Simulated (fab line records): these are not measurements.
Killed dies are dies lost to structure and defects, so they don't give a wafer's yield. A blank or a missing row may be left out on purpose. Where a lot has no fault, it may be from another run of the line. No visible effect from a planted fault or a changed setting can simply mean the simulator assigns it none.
Matching of chambers :: flow n5_finfet :: rie_diel-01 running N5_BEOL_M5_DESCUM_33: 4 sister chambers
The step chemistry O2, time 7 s. 27 wafers are shown with their chamber, then 12 later ones without.

## WAFERS WITH THEIR CHAMBER
wafer: L074.1
chamber: 3
showerhead_plenum_p_Torr (Torr): 2.13
drypump_motor_current_A (A): 5.4
throttle_valve_pct (%): 20.36

wafer: L074.2
chamber: 0
showerhead_plenum_p_Torr (Torr): 2.23
drypump_motor_current_A (A): 5.1
throttle_valve_pct (%): 20.46

wafer: L074.6
chamber: 1
showerhead_plenum_p_Torr (Torr): 2.23
drypump_motor_current_A (A): 5.9
throttle_valve_pct (%): 19.97

wafer: L076.1
chamber: 1
showerhead_plenum_p_Torr (Torr): 2.23
drypump_motor_current_A (A): 5.9
throttle_valve_pct (%): 19.99

wafer: L076.2
chamber: 3
showerhead_plenum_p_Torr (Torr): 2.13
drypump_motor_current_A (A): 5.4
throttle_valve_pct (%): 20.37

wafer: L076.4
chamber: 0
showerhead_plenum_p_Torr (Torr): 2.23
drypump_motor_current_A (A): 5.1
throttle_valve_pct (%): 20.47

wafer: L078.3
chamber: 0
showerhead_plenum_p_Torr (Torr): 2.23
drypump_motor_current_A (A): 5.1
throttle_valve_pct (%): 20.47

wafer: L078.5
chamber: 0
showerhead_plenum_p_Torr (Torr): 2.23
drypump_motor_current_A (A): 5.1
throttle_valve_pct (%): 20.47

wafer: L078.6
chamber: 3
showerhead_plenum_p_Torr (Torr): 2.13
drypump_motor_current_A (A): 5.4
throttle_valve_pct (%): 20.37

wafer: L077.2
chamber: 0
showerhead_plenum_p_Torr (Torr): 2.23
drypump_motor_current_A (A): 5.0
throttle_valve_pct (%): 20.47

wafer: L077.5
chamber: 0
showerhead_plenum_p_Torr (Torr): 2.23
drypump_motor_current_A (A): 5.1
throttle_valve_pct (%): 20.46

wafer: L077.6
chamber: 1
showerhead_plenum_p_Torr (Torr): 2.23
drypump_motor_current_A (A): 5.9
throttle_valve_pct (%): 19.99

wafer: L084.2
chamber: 0
showerhead_plenum_p_Torr (Torr): 2.22
drypump_motor_current_A (A): 5.0
throttle_valve_pct (%): 20.48

wafer: L084.3
chamber: 1
showerhead_plenum_p_Torr (Torr): 2.22
drypump_motor_current_A (A): 5.9
throttle_valve_pct (%): 20.01

wafer: L084.6
chamber: 0
showerhead_plenum_p_Torr (Torr): 2.22
drypump_motor_current_A (A): 5.0
throttle_valve_pct (%): 20.49

wafer: L083.2
chamber: 3
showerhead_plenum_p_Torr (Torr): 2.12
drypump_motor_current_A (A): 5.4
throttle_valve_pct (%): 20.39

wafer: L083.5
chamber: 2
showerhead_plenum_p_Torr (Torr): 2.06
drypump_motor_current_A (A): 5.5
throttle_valve_pct (%): 20.20

wafer: L083.6
chamber: 1
showerhead_plenum_p_Torr (Torr): 2.22
drypump_motor_current_A (A): 6.0
throttle_valve_pct (%): 20.02

wafer: L085.1
chamber: 3
showerhead_plenum_p_Torr (Torr): 2.12
drypump_motor_current_A (A): 5.4
throttle_valve_pct (%): 20.39

wafer: L085.5
chamber: 1
showerhead_plenum_p_Torr (Torr): 2.22
drypump_motor_current_A (A): 6.0
throttle_valve_pct (%): 20.03

wafer: L085.6
chamber: 0
showerhead_plenum_p_Torr (Torr): 2.22
drypump_motor_current_A (A): 5.1
throttle_valve_pct (%): 20.51

wafer: L086.1
chamber: 3
showerhead_plenum_p_Torr (Torr): 2.12
drypump_motor_current_A (A): 5.4
throttle_valve_pct (%): 20.40

wafer: L086.2
chamber: 2
showerhead_plenum_p_Torr (Torr): 2.06
drypump_motor_current_A (A): 5.5
throttle_valve_pct (%): 20.20

wafer: L086.3
chamber: 1
showerhead_plenum_p_Torr (Torr): 2.22
drypump_motor_current_A (A): 5.9
throttle_valve_pct (%): 20.03

wafer: L089.1
chamber: 1
showerhead_plenum_p_Torr (Torr): 2.22
drypump_motor_current_A (A): 6.0
throttle_valve_pct (%): 20.03

wafer: L089.2
chamber: 2
showerhead_plenum_p_Torr (Torr): 2.05
drypump_motor_current_A (A): 5.5
throttle_valve_pct (%): 20.24

wafer: L089.5
chamber: 0
showerhead_plenum_p_Torr (Torr): 2.22
drypump_motor_current_A (A): 5.1
throttle_valve_pct (%): 20.52

SIGNATURES (means of the wafers above)
reading: showerhead_plenum_p_Torr
chamber 0: 2.2260
chamber 1: 2.2237
chamber 2: 2.0567
chamber 3: 2.1250
scatter within a chamber: 0.00529

reading: drypump_motor_current_A
chamber 0: 5.070
chamber 1: 5.938
chamber 2: 5.500
chamber 3: 5.400
scatter within a chamber: 0.0416

reading: throttle_valve_pct
chamber 0: 20.4800
chamber 1: 20.0087
chamber 2: 20.2133
chamber 3: 20.3800
scatter within a chamber: 0.0206
Rule: for a wafer and a chamber, the distance is found by dividing, reading by reading, the gap between the wafer's reading and the chamber's mean by the reading's scatter, squaring, summing and taking the root. The wafer belongs to the nearest chamber; if the next one is less than 2 further off, it can't be placed. The scatter is the square root of a quotient: the sum, over the shown wafers, of each reading's squared deviation from its chamber's mean, divided by wafers minus chambers.

## WAFERS MISSING THEIR CHAMBER
wafer: L091.2
showerhead_plenum_p_Torr (Torr): 2.22
drypump_motor_current_A (A): 5.9
throttle_valve_pct (%): 20.05

wafer: L091.4
showerhead_plenum_p_Torr (Torr): 2.05
drypump_motor_current_A (A): 5.5
throttle_valve_pct (%): 20.22

wafer: L091.5
showerhead_plenum_p_Torr (Torr): 2.12
drypump_motor_current_A (A): 5.4
throttle_valve_pct (%): 20.41

wafer: L093.1
showerhead_plenum_p_Torr (Torr): 2.05
drypump_motor_current_A (A): 5.5
throttle_valve_pct (%): 20.23

wafer: L093.3
showerhead_plenum_p_Torr (Torr): 2.22
drypump_motor_current_A (A): 5.9
throttle_valve_pct (%): 20.04

wafer: L093.6
showerhead_plenum_p_Torr (Torr): 2.12
drypump_motor_current_A (A): 5.4
throttle_valve_pct (%): 20.41

wafer: L094.2
showerhead_plenum_p_Torr (Torr): 2.21
drypump_motor_current_A (A): 5.1
throttle_valve_pct (%): 20.52

wafer: L094.3
showerhead_plenum_p_Torr (Torr): 2.05
drypump_motor_current_A (A): 5.6
throttle_valve_pct (%): 20.25

wafer: L094.5
showerhead_plenum_p_Torr (Torr): 2.11
drypump_motor_current_A (A): 5.4
throttle_valve_pct (%): 20.41

wafer: L097.1
showerhead_plenum_p_Torr (Torr): 2.05
drypump_motor_current_A (A): 5.5
throttle_valve_pct (%): 20.24

wafer: L097.2
showerhead_plenum_p_Torr (Torr): 2.21
drypump_motor_current_A (A): 5.1
throttle_valve_pct (%): 20.53

wafer: L097.3
showerhead_plenum_p_Torr (Torr): 2.11
drypump_motor_current_A (A): 5.4
throttle_valve_pct (%): 20.43

## WHICH CHAMBER EACH WENT THROUGH
wafer: L091.2
from the rows above: 1
in truth: 1

wafer: L091.4
from the rows above: 2
in truth: 2

wafer: L091.5
from the rows above: 3
in truth: 3

wafer: L093.1
from the rows above: 2
in truth: 2

wafer: L093.3
from the rows above: 1
in truth: 1

wafer: L093.6
from the rows above: 3
in truth: 3

wafer: L094.2
from the rows above: 0
in truth: 0

wafer: L094.3
from the rows above: 2
in truth: 2

wafer: L094.5
from the rows above: 3
in truth: 3

wafer: L097.1
from the rows above: 2
in truth: 2

wafer: L097.2
from the rows above: 0
in truth: 0

wafer: L097.3
from the rows above: 3
in truth: 3
Correctly placed: 12 of 12. From these rows, 0 cannot be placed. Wrongly placed: 0.
